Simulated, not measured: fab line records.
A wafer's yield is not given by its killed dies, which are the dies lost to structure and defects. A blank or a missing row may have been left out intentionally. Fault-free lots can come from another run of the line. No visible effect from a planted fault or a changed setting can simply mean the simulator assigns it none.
Matching of chambers / flow nandHarc / NHARC_P_M0_DESCUM_14 on rieDiel-06: 4 sister chambers
The step chemistry O2, time 3 s. 4 wafers are shown with their chamber, then 12 later ones without.

== EACH WAFER AND ITS CHAMBER ==
wafer=L085.6; chamber=1; drypumpMotorCurrentA (A)=4.8
wafer=L086.2; chamber=2; drypumpMotorCurrentA (A)=5.8
wafer=L086.4; chamber=0; drypumpMotorCurrentA (A)=6.1
wafer=L086.6; chamber=3; drypumpMotorCurrentA (A)=5.9

== WAFERS MISSING THEIR CHAMBER ==
wafer=L088.1; drypumpMotorCurrentA (A)=5.8
wafer=L088.3; drypumpMotorCurrentA (A)=6.1
wafer=L088.6; drypumpMotorCurrentA (A)=5.9
wafer=L089.2; drypumpMotorCurrentA (A)=5.9
wafer=L089.3; drypumpMotorCurrentA (A)=4.9
wafer=L089.5; drypumpMotorCurrentA (A)=5.9
wafer=L092.1; drypumpMotorCurrentA (A)=6.1
wafer=L092.2; drypumpMotorCurrentA (A)=5.9
wafer=L092.5; drypumpMotorCurrentA (A)=5.9
wafer=L097.3; drypumpMotorCurrentA (A)=6.2
wafer=L097.4; drypumpMotorCurrentA (A)=5.9
wafer=L097.5; drypumpMotorCurrentA (A)=6.1

== EACH ONE'S CHAMBER ==
wafer=L088.1; from the rows above=2; in truth=2
wafer=L088.3; from the rows above=0; in truth=0
wafer=L088.6; from the rows above=3; in truth=3
wafer=L089.2; from the rows above=3; in truth=3
wafer=L089.3; from the rows above=1; in truth=1
wafer=L089.5; from the rows above=3; in truth=3
wafer=L092.1; from the rows above=0; in truth=0
wafer=L092.2; from the rows above=3; in truth=3
wafer=L092.5; from the rows above=3; in truth=3
wafer=L097.3; from the rows above=0; in truth=0
wafer=L097.4; from the rows above=3; in truth=3
wafer=L097.5; from the rows above=0; in truth=0
Correctly placed: 12 of 12. Not placeable from these rows: 0. Placed wrongly: 0.
How it was worked out, from the rows above alone: a wafer's distance from a chamber is the root of the sum, over the readings, of the square of ((its reading less the chamber's mean) divided by the reading's scatter). The wafer belongs to the nearest chamber; if the next one is less than 2 further off, it can't be placed. For every chamber, the mean is computed from those of its wafers that are shown. The scatter: root of mean squared gap, hidden wafer to nearest shown wafer, with one shown wafer a chamber.
